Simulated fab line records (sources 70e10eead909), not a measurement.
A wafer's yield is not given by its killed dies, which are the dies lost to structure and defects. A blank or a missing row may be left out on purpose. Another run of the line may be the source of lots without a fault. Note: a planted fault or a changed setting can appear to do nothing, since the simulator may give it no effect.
Matching of chambers ; flow nand-harc ; cmp-02 running NHARC_A_M1_CMP_23: 4 sister chambers
The step polishes, t overpolish 20 s, target thk 154.34 nm. 8 wafers are shown with their chamber, then 7 later ones without.

## WAFERS, EACH WITH ITS CHAMBER
wafer;chamber;motor-current-A (A);edge-zone-pressure-frac
L075.5;2;10.9;0.993
L076.2;2;10.3;1.007
L076.3;3;12.4;1.002
L078.2;1;11.5;0.997
L082.1;1;11.1;0.991
L082.5;0;12.2;1.000
L085.1;3;12.4;1.001
L085.4;0;12.2;1.008

## WAFERS MISSING THEIR CHAMBER
wafer;motor-current-A (A);edge-zone-pressure-frac
L085.6;11.2;1.002
L091.1;11.4;0.997
L091.4;11.4;1.007
L091.5;13.0;1.003
L097.2;11.7;0.990
L097.4;12.9;1.010
L097.6;12.4;0.998

## CHAMBER TAKEN BY EACH
wafer;from the rows above;in truth
L085.6;can't be placed: 1 or 2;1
L091.1;1;1
L091.4;can't be placed: 1 or 0 or 2 or 3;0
L091.5;can't be placed: 3 or 0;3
L097.2;can't be placed: 1 or 0 or 3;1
L097.4;can't be placed: 3 or 0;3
L097.6;can't be placed: 3 or 0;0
Placed correctly: 1 of 7. These rows do not allow placing 6 (true chamber among the candidates in 6). Wrongly placed: 0.
How it was worked out, from the rows above alone: a wafer's distance from a chamber is the root of the sum, over the readings, of the square of ((its reading less the chamber's mean) divided by the reading's scatter). If the next closest chamber is less than 2 further off than the closest, the wafer can't be placed; otherwise it belongs to the closest. Each chamber's mean is taken over the wafers shown for it. The scatter is the square root of a quotient: the sum, over the shown wafers, of each reading's squared deviation from its chamber's mean, divided by wafers minus chambers.
